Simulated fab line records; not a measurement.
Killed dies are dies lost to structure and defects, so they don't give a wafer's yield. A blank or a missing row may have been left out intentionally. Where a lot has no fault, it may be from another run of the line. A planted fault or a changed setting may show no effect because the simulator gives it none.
fab line records + flow n5-finfet
record
- lots=6
- wafers=18
- last-day=17
route steps=1938 shown MIM_BOT_LITHO@1855 MIM_BOT_ETCH@1866 PASSIVATION@1936
lots with no fault: from the same line, run without faults
start-h: hours from the record's opening day to when the first of the lot's shown wafers began + wait-h: hours elapsed since this lot's preceding step + " repeats the value in the row above + L1.1+2: several wafers, shown together as one row + - no value, or no start was given + * or withheld: withheld + < > ~ a bound
route shown NAME@n: NAME is a module with steps in the file, n the number in the route of the first one + usual: the fault-free wafers' mean and standard deviation + same: alike in all rows + chamber/n: place in a boat + sites: per-site readings + _std_site: standard deviation of those values + _edge_site: mean of outer sites minus mean of inner sites + radius-mm: for every site, how far away it sits from the centre of the wafer + mask NAME#n: copy n + behind: the tool/chamber that last shaped the wafer + hold: why the lot went on hold/how many hours it stayed there/how the hold came to an end + device: which transistor (n, p or np) failed to switch + end of line: tests run on the same wafers once the route is complete + a step with no rows: only its recipe + killed: at the first sort, the dies lost to defects and structure; wafer yield is something else + map: a wafer's dies, marking killed ones x, the rest . and places with no die _
set.NAME: the setting that was run; set.NAME@STEP: the one run at that earlier step + model.NAME: the simulator's own value behind a step, which no gauge read
lots at selected steps of the route; one table per step, one row per wafer
services: from which hour (start-h, from the record's first day; less than 0 if before it) a tool's chamber was out of use, for how many hours, and why
## steps
# step N5_MIM_BOT_LITHO_COAT_02
# recipe
- spin-rpm=*
- resist-thk-nm=*
# step N5_MIM_BOT_LITHO_EBR_04
# recipe
- solvent=PGMEA
- ebr-width-mm=1.5
# step N5_MIM_BOT_LITHO_SOFTBAKE_03
# recipe
- temp-c=100
- time-s=90
# step N5_MIM_BOT_LITHO_EXPOSE_05
# recipe
- mask-id=MIM_BOT
- na=0.55
- source-shape=conventional
- sigma-outer=0.8
- polarization=unpolarized
- dose-mj=24.25
# step N5_MIM_BOT_LITHO_PEB_06
# recipe
- peb-temp-c=withheld
- peb-time-s=*
# step N5_MIM_BOT_LITHO_DEVELOP_07
# recipe
- develop-time-s=60
- rinse-liquid=diw
- dry=air-spin
- dev-temp-c=21
# step N5_MIM_BOT_LITHO_HARDBAKE_09
# recipe
- temp-c=130
- time-s=120
# step N5_MIM_BOT_LITHO_CD_MEAS_08
# recipe
- target-cd-nm=3000
- landing-energy-ev=500
- detector=se-inlens
- polarity=opening
# usual
- cd-nm=3001.5/2.1
| lot.wafer | tool      | chamber | start-h | wait-h | cd-nm  |
|-----------|-----------|---------|---------|--------|--------|
| L887.1    | cd-sem-01 | 0       | 258.59  | -      | 3003.9 |
| L887.3    | "         | 0       | "       | "      | 3006.2 |
| L887.5    | "         | 0       | "       | "      | 3000.3 |
| L890.2    | cd-sem-02 | 0       | 282.39  | -      | 3001.6 |
| L890.3    | "         | 0       | "       | "      | 2999.4 |
| L890.4    | "         | 0       | "       | "      | 2999.8 |
| L896.1    | cd-sem-01 | 0       | 314.87  | -      | 3000.2 |
| L896.5    | "         | 0       | "       | "      | 3003.6 |
| L896.6    | "         | 0       | "       | "      | 2997.7 |
| L898.1    | cd-sem-03 | 0       | 335.08  | -      | 3000.8 |
| L898.4    | "         | 0       | "       | "      | 3000.9 |
| L898.6    | "         | 0       | "       | "      | 2998.2 |
| L902.1    | cd-sem-01 | 0       | 381.84  | -      | 2998.6 |
| L902.2    | "         | 0       | "       | "      | 3003.2 |
| L902.5    | "         | 0       | "       | "      | 3003.2 |
| L906.1    | cd-sem-03 | 0       | 395.03  | -      | 3003.2 |
| L906.3    | "         | 0       | "       | "      | 3004.8 |
| L906.6    | "         | 0       | "       | "      | 2999.9 |
# step N5_MIM_BOT_LITHO_OVL_MEAS_11
# recipe
- points-per-wafer=44
# usual
- MIM_BOT_OVL=3/5.3
| lot.wafer | tool       | chamber | start-h | wait-h | MIM_BOT_OVL[nm] |
|-----------|------------|---------|---------|--------|-----------------|
| L887.1    | overlay-01 | 0       | 258.62  | 0.0    | 0               |
| L887.3    | "          | 0       | "       | "      | -3              |
| L887.5    | "          | 0       | "       | "      | 4               |
| L890.2    | overlay-01 | 0       | 282.42  | 0.0    | 1               |
| L890.3    | "          | 0       | "       | "      | 12              |
| L890.4    | "          | 0       | "       | "      | 5               |
| L896.1    | overlay-01 | 0       | 314.90  | 0.0    | -5              |
| L896.5    | "          | 0       | "       | "      | 3               |
| L896.6    | "          | 0       | "       | "      | -2              |
| L898.1    | overlay-02 | 0       | 335.11  | 0.0    | 2               |
| L898.4    | "          | 0       | "       | "      | 0               |
| L898.6    | "          | 0       | "       | "      | 6               |
| L902.1    | overlay-01 | 0       | 381.87  | 0.0    | -1              |
| L902.2    | "          | 0       | "       | "      | -2              |
| L902.5    | "          | 0       | "       | "      | 2               |
| L906.1    | overlay-02 | 0       | 395.06  | 0.0    | 0               |
| L906.3    | "          | 0       | "       | "      | -3              |
| L906.6    | "          | 0       | "       | "      | -1              |
# step N5_MIM_BOT_LITHO_INSPECT_12
# recipe
- mode=adi
- inspect-instrument=macro
# usual
- raw-defect-count=2.0/1.5
| lot.wafer | tool              | chamber | start-h | wait-h | raw-defect-count |
|-----------|-------------------|---------|---------|--------|------------------|
| L887.1    | defect-inspect-01 | -       | 258.65  | 0.0    | 0                |
| L887.3    | "                 | -       | "       | "      | 0                |
| L887.5    | "                 | -       | "       | "      | 1                |
| L890.2    | defect-inspect-02 | -       | 282.44  | 0.0    | 0                |
| L890.3    | "                 | -       | "       | "      | 2                |
| L890.4    | "                 | -       | "       | "      | 3                |
| L896.1    | defect-inspect-02 | -       | 314.92  | 0.0    | 4                |
| L896.5    | "                 | -       | "       | "      | 1                |
| L896.6    | "                 | -       | "       | "      | 2                |
| L898.1    | defect-inspect-01 | -       | 335.13  | 0.0    | 2                |
| L898.4    | "                 | -       | "       | "      | 1                |
| L898.6    | "                 | -       | "       | "      | 5                |
| L902.1    | defect-inspect-02 | -       | 381.89  | 0.0    | 2                |
| L902.2    | "                 | -       | "       | "      | 4                |
| L902.5    | "                 | -       | "       | "      | 3                |
| L906.1    | defect-inspect-01 | -       | 395.09  | 0.0    | 2                |
| L906.3    | "                 | -       | "       | "      | 2                |
| L906.6    | "                 | -       | "       | "      | 3                |
# step N5_MIM_BOT_LITHO_DESCUM_10
# recipe
- chemistry=O2
- time-s=7.9
- source-power-w=50
- bias-power-w=20
- pressure-mtorr=20
- rf-frequency-hz=2.712e+07
- temp-c=40
- o2-flow-sccm=225
# usual
- drypump-motor-current-A=5.8/0.46
- oes-product-au=0.81/0.088
- rf-fwd-power-W=49.64/0.18
- rf-vpp-V=242.8/1.6
- showerhead-plenum-p-Torr=2.08/0.094
- throttle-valve-pct=20.31/0.23
# same
- time-s=7.9
| lot.wafer | tool        | chamber | start-h | wait-h | drypump-motor-current-A | oes-product-au | rf-fwd-power-W | rf-hours-counter-h | rf-vpp-V | showerhead-plenum-p-Torr | throttle-valve-pct |
|-----------|-------------|---------|---------|--------|-------------------------|----------------|----------------|--------------------|----------|--------------------------|--------------------|
| L887.1    | rie-diel-06 | 2       | 258.79  | 0.1    | 5.5                     | 0.67           | 49.43          | 232                | 240.9    | 1.97                     | 20.50              |
| L887.3    | "           | 3       | "       | "      | 6.5                     | 0.81           | 49.95          | 86                 | 243.0    | 2.00                     | 20.19              |
| L887.5    | "           | 0       | "       | "      | 6.7                     | 0.92           | 49.55          | -                  | 243.0    | 2.05                     | 20.29              |
| L890.2    | rie-diel-06 | 2       | 282.47  | 0.0    | 5.5                     | 0.67           | 49.47          | 238                | 241.6    | 1.97                     | 20.52              |
| L890.3    | "           | 1       | "       | "      | 6.0                     | 0.95           | 49.73          | 11                 | 242.1    | 2.07                     | 20.50              |
| L890.4    | "           | 0       | "       | "      | 6.6                     | 0.91           | 49.74          | 18                 | 243.7    | 2.05                     | 20.30              |
| L896.1    | rie-diel-04 | 1       | 315.02  | 0.1    | 5.2                     | 0.66           | 49.64          | 237                | 241.2    | 1.99                     | 20.17              |
| L896.5    | "           | 3       | "       | "      | 5.3                     | 0.81           | 49.67          | -                  | 242.7    | 2.02                     | 19.98              |
| L896.6    | "           | 0       | "       | "      | 5.6                     | 0.89           | 49.88          | -                  | 245.2    | 2.25                     | 20.17              |
| L898.1    | rie-diel-04 | 0       | 335.29  | 0.2    | 5.6                     | 0.88           | 49.88          | 41                 | 245.9    | 2.24                     | 20.17              |
| L898.4    | "           | 1       | "       | "      | 5.2                     | 0.67           | 49.79          | 244                | 240.9    | 1.99                     | 20.16              |
| L898.6    | "           | 1       | "       | "      | 5.2                     | 0.67           | 49.46          | -                  | 242.8    | 1.99                     | 20.15              |
| L902.1    | rie-diel-04 | 3       | 382.00  | 0.1    | 5.3                     | 0.78           | 49.54          | 107                | 243.0    | 2.01                     | 20.01              |
| L902.2    | "           | 2       | "       | "      | 5.8                     | 0.66           | 49.54          | 254                | 242.5    | 2.16                     | 20.81              |
| L902.5    | "           | 0       | "       | "      | 5.6                     | 0.84           | 49.34          | -                  | 245.3    | 2.23                     | 20.21              |
| L906.1    | rie-diel-04 | 3       | 395.18  | 0.1    | 5.4                     | 0.78           | 49.62          | 113                | 242.1    | 2.01                     | 20.01              |
| L906.3    | "           | 2       | "       | "      | 5.8                     | 0.66           | 49.56          | 259                | 242.8    | 2.16                     | 20.80              |
| L906.6    | "           | 0       | "       | "      | 5.6                     | 0.84           | 49.61          | -                  | 244.5    | 2.23                     | 20.22              |
# step N5_MIM_BOT_ETCH_ETCH_04
# recipe
- chemistry=CF4/O2
- target=SiNx
- target-depth-a=260
- time-s=13
- ion-energy-ev=100
- pressure-mtorr=40
- source-w=535
- bias-w=49
- Ar_flow_sccm=100
- cf4-flow-sccm=100
- O2_flow_sccm=10
# usual
- drypump-motor-current-A=5.8/0.46
- oes-product-au=0.82/0.087
- rf-fwd-power-W=531.4/1.7
- rf-vpp-V=238/5.7
- showerhead-plenum-p-Torr=2.19/0.088
- throttle-valve-pct=15.86/0.2
# same
- time-s=13
| lot.wafer | tool        | chamber | start-h | wait-h | drypump-motor-current-A | oes-product-au | rf-fwd-power-W | rf-hours-counter-h | rf-vpp-V | showerhead-plenum-p-Torr | throttle-valve-pct |
|-----------|-------------|---------|---------|--------|-------------------------|----------------|----------------|--------------------|----------|--------------------------|--------------------|
| L887.1    | rie-diel-06 | 2       | 258.86  | 0.0    | 5.5                     | 0.68           | 531.8          | 232                | 248      | 2.07                     | 16.12              |
| L887.3    | "           | 3       | "       | "      | 6.5                     | 0.85           | 532.8          | 86                 | 228      | 2.11                     | 15.78              |
| L887.5    | "           | 0       | "       | "      | 6.6                     | 0.93           | 529.5          | -                  | 236      | 2.18                     | 15.94              |
| L890.2    | rie-diel-06 | 2       | 282.54  | 0.0    | 5.4                     | 0.67           | 533.1          | 238                | 248      | 2.07                     | 16.14              |
| L890.3    | "           | 1       | "       | "      | 6.0                     | 0.97           | 531.0          | 11                 | 241      | 2.16                     | 15.95              |
| L890.4    | "           | 0       | "       | "      | 6.7                     | 0.91           | 532.1          | 18                 | 238      | 2.18                     | 15.95              |
| L896.1    | rie-diel-04 | 1       | 315.08  | 0.0    | 5.2                     | 0.67           | 529.1          | 237                | 237      | 2.09                     | 15.86              |
| L896.5    | "           | 3       | "       | "      | 5.4                     | 0.82           | 533.1          | -                  | 237      | 2.14                     | 15.63              |
| L896.6    | "           | 0       | "       | "      | 5.6                     | 0.89           | 531.4          | -                  | 240      | 2.34                     | 15.58              |
| L898.1    | rie-diel-04 | 0       | 335.35  | 0.0    | 5.6                     | 0.87           | 532.3          | 41                 | 240      | 2.34                     | 15.60              |
| L898.4    | "           | 1       | "       | "      | 5.2                     | 0.67           | 532.6          | 244                | 237      | 2.09                     | 15.86              |
| L898.6    | "           | 1       | "       | "      | 5.2                     | 0.67           | 532.2          | -                  | 236      | 2.09                     | 15.87              |
| L902.1    | rie-diel-04 | 3       | 382.06  | 0.0    | 5.4                     | 0.79           | 533.2          | 107                | 237      | 2.13                     | 15.68              |
| L902.2    | "           | 2       | "       | "      | 5.8                     | 0.68           | 530.0          | 254                | 234      | 2.24                     | 16.23              |
| L902.5    | "           | 0       | "       | "      | 5.6                     | 0.84           | 528.7          | -                  | 239      | 2.33                     | 15.65              |
| L906.1    | rie-diel-04 | 3       | 395.24  | 0.0    | 5.3                     | 0.79           | 533.1          | 113                | 236      | 2.13                     | 15.69              |
| L906.3    | "           | 2       | "       | "      | 5.8                     | 0.66           | 528.3          | 259                | 235      | 2.24                     | 16.25              |
| L906.6    | "           | 0       | "       | "      | 5.6                     | 0.84           | 529.0          | -                  | 239      | 2.33                     | 15.65              |
# step N5_MIM_BOT_ETCH_ETCH_03
# recipe
- chemistry=Cl2/BCl3
- target-depth-a=120
- pressure-mtorr=8
- icp-w=800
- bias-w=100
- Cl2_flow_sccm=20
- bcl3-flow-sccm=80
# usual
- drypump-motor-current-A=5.55/0.2
- oes-product-au=0.80/0.066
- rf-fwd-power-W=794.9/2.3
- throttle-valve-pct=27.68/0.24
| lot.wafer | tool         | chamber | start-h | wait-h | drypump-motor-current-A | oes-product-au | rf-fwd-power-W | rf-hours-counter-h | throttle-valve-pct | model.etch.depth-nm | model.coat_of_MIM_BOT_LITHO_COAT_02.thk-nm | model.MIM_BOT_ETCH.cd-offset-nm |
|-----------|--------------|---------|---------|--------|-------------------------|----------------|----------------|--------------------|--------------------|---------------------|--------------------------------------------|---------------------------------|
| L887.1    | rie-metal-02 | 1       | 258.95  | 0.1    | 5.32                    | 0.85           | 789.7          | 25                 | 27.97              | 12.53               | *                                          | 0.6                             |
| L887.3    | "            | 1       | "       | "      | 5.34                    | 0.86           | 792.8          | -                  | 27.98              | 12.56               | *                                          | 0.4                             |
| L887.5    | "            | 0       | "       | "      | 5.49                    | 0.91           | 794.8          | -                  | 27.54              | 11.71               | *                                          | -0.2                            |
| L890.2    | rie-metal-01 | 1       | 282.63  | 0.1    | 5.60                    | 1.13           | 1277.0         | 21                 | 27.49              | 17.9                | *                                          | -3                              |
| L890.3    | "            | 1       | "       | "      | 5.61                    | 1.11           | 1276.5         | -                  | 27.46              | 17.76               | *                                          | -3.2                            |
| L890.4    | "            | 0       | "       | "      | 5.89                    | 0.99           | 1275.3         | -                  | 27.51              | 18.42               | *                                          | -3.4                            |
| L896.1    | rie-metal-01 | 1       | 315.18  | 0.1    | 5.63                    | 1.10           | 1274.0         | 25                 | 27.48              | 17.83               | *                                          | -3                              |
| L896.5    | "            | 0       | "       | "      | 5.89                    | 0.99           | 1279.0         | -                  | 27.51              | 18.69               | *                                          | -3.2                            |
| L896.6    | "            | 1       | "       | "      | 5.58                    | 1.09           | 1276.5         | -                  | 27.47              | 17.66               | *                                          | -3.4                            |
| L898.1    | rie-metal-02 | 1       | 335.44  | 0.1    | 5.34                    | 0.84           | 795.8          | 33                 | 27.98              | 12.59               | *                                          | -0.4                            |
| L898.4    | "            | 0       | "       | "      | 5.50                    | 0.86           | 794.2          | -                  | 27.55              | 11.57               | *                                          | -0.2                            |
| L898.6    | "            | 1       | "       | "      | 5.32                    | 0.84           | 791.3          | -                  | 28.00              | 12.61               | *                                          | -0.4                            |
| L902.1    | rie-metal-02 | 1       | 382.21  | 0.1    | 5.30                    | 0.83           | 795.0          | 36                 | 27.98              | 12.59               | *                                          | -0.2                            |
| L902.2    | "            | 0       | "       | "      | 5.51                    | 0.84           | 795.0          | 14                 | 27.56              | 11.73               | *                                          | -0.2                            |
| L902.5    | "            | 1       | "       | "      | 5.32                    | 0.83           | 796.1          | -                  | 28.00              | 12.62               | *                                          | -0.4                            |
| L906.1    | rie-metal-01 | 1       | 395.33  | 0.1    | 5.63                    | 0.81           | 794.4          | 30                 | 27.50              | 11.61               | *                                          | -0.8                            |
| L906.3    | "            | 0       | "       | "      | 5.86                    | 0.73           | 794.4          | -                  | 27.50              | 12.32               | *                                          | -1                              |
| L906.6    | "            | 1       | "       | "      | 5.58                    | 0.82           | 794.2          | -                  | 27.47              | 11.7                | *                                          | -0.6                            |
# step N5_MIM_BOT_ETCH_ETCH_00
# recipe
- chemistry=Cl2/BCl3
- target=TiN
- target-depth-a=455
- ion-energy-ev=150
- pressure-mtorr=10
- icp-w=1000
- bias-w=126
- Cl2_flow_sccm=53.25
- bcl3-flow-sccm=21.75
- Ar_flow_sccm=25
# usual
- drypump-motor-current-A=5.55/0.19
- oes-product-au=0.80/0.066
- rf-fwd-power-W=994.7/2.9
- throttle-valve-pct=21.97/0.16
| lot.wafer | tool         | chamber | start-h | wait-h | drypump-motor-current-A | oes-product-au | rf-fwd-power-W | rf-hours-counter-h | throttle-valve-pct | model.coat_of_MIM_BOT_LITHO_COAT_02.thk-nm | model.MIM_BOT_ETCH.cd-offset-nm |
|-----------|--------------|---------|---------|--------|-------------------------|----------------|----------------|--------------------|--------------------|--------------------------------------------|---------------------------------|
| L887.1    | rie-metal-02 | 1       | 259.04  | 0.1    | 5.33                    | 0.85           | 994.3          | 26                 | 22.11              | *                                          | 0.4                             |
| L887.3    | "            | 1       | "       | "      | 5.34                    | 0.85           | 995.2          | -                  | 22.10              | *                                          | 0.2                             |
| L887.5    | "            | 0       | "       | "      | 5.49                    | 0.90           | 1000.6         | -                  | 21.97              | *                                          | -0.2                            |
| L890.2    | rie-metal-01 | 1       | 282.72  | 0.1    | 5.57                    | 0.84           | 997.0          | 21                 | 21.73              | *                                          | -3.2                            |
| L890.3    | "            | 1       | "       | "      | 5.58                    | 0.85           | 994.5          | -                  | 21.74              | *                                          | -3.4                            |
| L890.4    | "            | 0       | "       | "      | 5.84                    | 0.75           | 1000.8         | -                  | 21.86              | *                                          | -3.8                            |
| L896.1    | rie-metal-01 | 1       | 315.27  | 0.1    | 5.59                    | 0.83           | 1000.1         | 25                 | 21.76              | *                                          | -3                              |
| L896.5    | "            | 0       | "       | "      | 5.81                    | 0.74           | 993.7          | -                  | 21.87              | *                                          | -3                              |
| L896.6    | "            | 1       | "       | "      | 5.58                    | 0.82           | 996.5          | -                  | 21.75              | *                                          | -3.2                            |
| L898.1    | rie-metal-02 | 1       | 335.53  | 0.1    | 5.37                    | 0.83           | 991.3          | 33                 | 22.11              | *                                          | -0.8                            |
| L898.4    | "            | 0       | "       | "      | 5.49                    | 0.85           | 996.0          | -                  | 22.00              | *                                          | -0.2                            |
| L898.6    | "            | 1       | "       | "      | 5.33                    | 0.84           | 995.6          | -                  | 22.12              | *                                          | -0.6                            |
| L902.1    | rie-metal-02 | 1       | 382.30  | 0.1    | 5.35                    | 0.82           | 995.8          | 36                 | 22.09              | *                                          | -0.4                            |
| L902.2    | "            | 0       | "       | "      | 5.48                    | 0.83           | 989.1          | 14                 | 22.01              | *                                          | 0.2                             |
| L902.5    | "            | 1       | "       | "      | 5.30                    | 0.82           | 992.9          | -                  | 22.09              | *                                          | -0.6                            |
| L906.1    | rie-metal-01 | 1       | 395.42  | 0.1    | 5.61                    | 0.81           | 992.5          | 30                 | 21.78              | *                                          | -0.6                            |
| L906.3    | "            | 0       | "       | "      | 5.89                    | 0.73           | 993.7          | -                  | 21.88              | *                                          | -1                              |
| L906.6    | "            | 1       | "       | "      | 5.58                    | 0.81           | 992.7          | -                  | 21.77              | *                                          | -0.2                            |
# step N5_MIM_BOT_ETCH_STRIP_01
# recipe
- chemistry=O2
- power-w=600
- temp-c=60
- pressure-mtorr=30
- rf-frequency-hz=6e+07
- bias-power-w=0
- overash-fraction=0.5
- o2-flow-sccm=225
# usual
- drypump-motor-current-A=5.9/0.49
- oes-product-au=0.83/0.089
- rf-vpp-V=3.8/1.5
- showerhead-plenum-p-Torr=2.09/0.097
- throttle-valve-pct=16.54/0.2
| lot.wafer | tool        | chamber | start-h | wait-h | drypump-motor-current-A | oes-product-au | rf-hours-counter-h | rf-vpp-V | showerhead-plenum-p-Torr | throttle-valve-pct |
|-----------|-------------|---------|---------|--------|-------------------------|----------------|--------------------|----------|--------------------------|--------------------|
| L887.1    | rie-diel-06 | 3       | 259.18  | 0.1    | 6.5                     | 0.82           | 86                 | 3.7      | 2.01                     | 16.49              |
| L887.3    | "           | 2       | "       | "      | 5.5                     | 0.68           | 232                | 4.4      | 1.97                     | 16.83              |
| L887.5    | "           | 3       | "       | "      | 6.4                     | 0.82           | -                  | 4.1      | 2.01                     | 16.44              |
| L890.2    | rie-diel-06 | 0       | 282.86  | 0.1    | 6.6                     | 0.90           | 18                 | 1.6      | 2.05                     | 16.51              |
| L890.3    | "           | 1       | "       | "      | 6.0                     | 0.95           | 11                 | 4.0      | 2.07                     | 16.70              |
| L890.4    | "           | 2       | "       | "      | 5.4                     | 0.65           | 238                | 2.4      | 1.97                     | 16.87              |
| L896.1    | rie-diel-06 | 2       | 315.41  | 0.1    | 5.5                     | 0.64           | 245                | 4.9      | 1.97                     | 16.87              |
| L896.5    | "           | 3       | "       | "      | 6.5                     | 0.80           | -                  | 3.4      | 2.00                     | 16.49              |
| L896.6    | "           | 0       | "       | "      | 6.6                     | 0.88           | -                  | 5.1      | 2.05                     | 16.57              |
| L898.1    | rie-diel-06 | 0       | 335.73  | 0.2    | 6.6                     | 0.87           | 38                 | 4.4      | 2.05                     | 16.59              |
| L898.4    | "           | 3       | "       | "      | 6.5                     | 0.79           | -                  | 2.6      | 2.00                     | 16.51              |
| L898.6    | "           | 0       | "       | "      | 6.6                     | 0.85           | -                  | 6.8      | 2.05                     | 16.60              |
| L902.1    | rie-diel-06 | 2       | 382.44  | 0.1    | 5.4                     | 0.91           | 8                  | 5.6      | 2.23                     | 16.49              |
| L902.2    | "           | 3       | "       | "      | 6.5                     | 0.76           | 126                | 3.2      | 2.00                     | 16.52              |
| L902.5    | "           | 3       | "       | "      | 6.5                     | 0.78           | -                  | 7.5      | 1.99                     | 16.50              |
| L906.1    | rie-diel-06 | 1       | 395.56  | 0.1    | 6.0                     | 0.87           | 58                 | 5.6      | 2.05                     | 16.77              |
| L906.3    | "           | 3       | "       | "      | 6.5                     | 0.76           | 132                | 3.2      | 1.99                     | 16.54              |
| L906.6    | "           | 0       | "       | "      | 6.6                     | 0.83           | -                  | 2.3      | 2.04                     | 16.63              |
# step N5_PASSIVATION_PROBE_49
# usual
- defect-limited-yield=91.1/1.5
- killed_at_M0_to_M3=37/11
- killed_at_M4_up=13/5.6
- killed-at-contacts=12/5.6
- killed-at-front-end=39/11
- killed-at-other=4/3.1
- killed-dies=105/18
- killed-open=69/13
- killed-short=35/7.4
- sort_bin_5_function=5.1/0.92
- sort_bin_6_memory=3.4/0.76
- sort_bin_8_speed=0.02/0.11
- sort-n-pass=1075/18
- sort-yield-pct=91.1/1.5
# same
- gross-dies=1180
- killed-at-back-side=0
- sort_bin_4_leakage[%]=0
| lot.wafer | tool      | chamber | start-h | wait-h | defect-limited-yield[%] | killed_at_M0_to_M3 | killed_at_M4_up | killed-at-contacts | killed-at-front-end | killed-at-other | killed-dies | killed-open | killed-short | sort_bin_5_function[%] | sort_bin_6_memory[%] | sort_bin_8_speed[%] | sort-n-pass | sort-yield-pct[%] |
|-----------|-----------|---------|---------|--------|-------------------------|--------------------|-----------------|--------------------|---------------------|-----------------|-------------|-------------|--------------|------------------------|----------------------|---------------------|-------------|-------------------|
| L906.1    | prober-02 | -       | 406.88  | 0.0    | 89.7                    | 53                 | 30              | 10                 | 23                  | 6               | 122         | 84          | 36           | 4.7                    | 5.4                  | 0                   | 1058        | 89.7              |
| L906.3    | prober-02 | -       | 406.98  | 0.1    | 91.9                    | 39                 | 26              | 11                 | 16                  | 3               | 95          | 58          | 34           | 4.9                    | 2.7                  | 0                   | 1085        | 91.9              |
# killed by level:class
L906.1 BEOL_M4:geometric-particle:open=18 BEOL_M3:geometric-particle:open=10 MOL_CONTACT_COAG:geometric-particle:open=9 BEOL_M0_SAQP:geometric-particle:short=9 BEOL_M2:geometric-particle:open=9 BEOL_M0_SAQP:geometric-particle:open=8 BEOL_M0:geometric-particle:open=5 BEOL_M1:geometric-particle:open=5
L906.3 BEOL_M4:geometric-particle:open=18 BEOL_M1:geometric-particle:open=11 FIN_SAQP:geometric-particle:short=7 MOL_CONTACT_COAG:geometric-particle:open=7 BEOL_M2:geometric-particle:open=7 BEOL_M0_SAQP:geometric-particle:short=6 BEOL_M0_SAQP:geometric-particle:open=4 BEOL_M3:geometric-particle:open=4
## services
| tool         | chamber | start-h | hours | kind                          |
|--------------|---------|---------|-------|-------------------------------|
| rie-diel-04  | -       | 266.81  | 2.4   | repair                        |
| rie-diel-06  | -       | 275.37  | 4.3   | pm                            |
| rie-diel-06  | 2       | 294.86  | 13.9  | repair                        |
| rie-diel-04  | 2       | 302.94  | 7.1   | repair                        |
| rie-diel-04  | 2       | 310.68  | 4.4   | repair                        |
| rie-metal-01 | 1       | 320.81  | 10.9  | repair                        |
| rie-diel-06  | 2       | 334.08  | -     | clean                         |
| rie-diel-06  | 2       | 334.08  | -     | consumable-replace:focus-ring |
| rie-diel-06  | 2       | 334.08  | -     | consumable-replace:showerhead |
| rie-diel-06  | 2       | 334.08  | 21.2  | scheduled-down                |
| rie-diel-06  | 2       | 334.08  | 21.2  | vent-cycle                    |
| rie-metal-02 | 1       | 343.36  | 2.2   | repair                        |
| rie-diel-04  | 3       | 347.13  | 14.3  | repair                        |
| rie-diel-06  | 3       | 352.68  | 16.5  | repair                        |
| rie-diel-04  | 1       | 361.41  | -     | clean                         |
| rie-diel-04  | 1       | 361.41  | -     | consumable-replace:focus-ring |
| rie-diel-04  | 1       | 361.41  | -     | consumable-replace:showerhead |
| rie-diel-04  | 1       | 361.41  | 23.5  | scheduled-down                |
| rie-diel-04  | 1       | 361.41  | 23.5  | vent-cycle                    |
## key
first-sign
- step=N5_MIM_BOT_ETCH_ETCH_03
- reading=rf-fwd-power-W
- direction=up
- sigmas=99+
- usual=*
- struck=*
effect
- step=N5_MIM_BOT_ETCH_ETCH_03
- reading=oes-product-au
- direction=up
- sigmas=4.1
- usual=0.80
- struck=1.07
model-effect
- step=N5_MIM_BOT_ETCH_ETCH_03
- value=etch.depth-nm
- without=11.97
- struck=18.04
model-effect
- step=N5_MIM_BOT_ETCH_ETCH_00
- value=coat_of_MIM_BOT_LITHO_COAT_02.thk-nm
- without=*
- struck=*
met-at N5_MIM_BOT_ETCH_ETCH_03
struck-wafers L890.2,L890.3,L890.4,L896.1,L896.5,L896.6
fault
- kind=process-parameter-drift
- tool=rie-metal-01
- chamber=-
- onset-h=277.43
- steps=N5_MIM_BOT_ETCH_ETCH_03
- channel=icp-w
- offset=480
- shape=step
- end-h=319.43
- acts-in=these-recipes-only
- stated=800
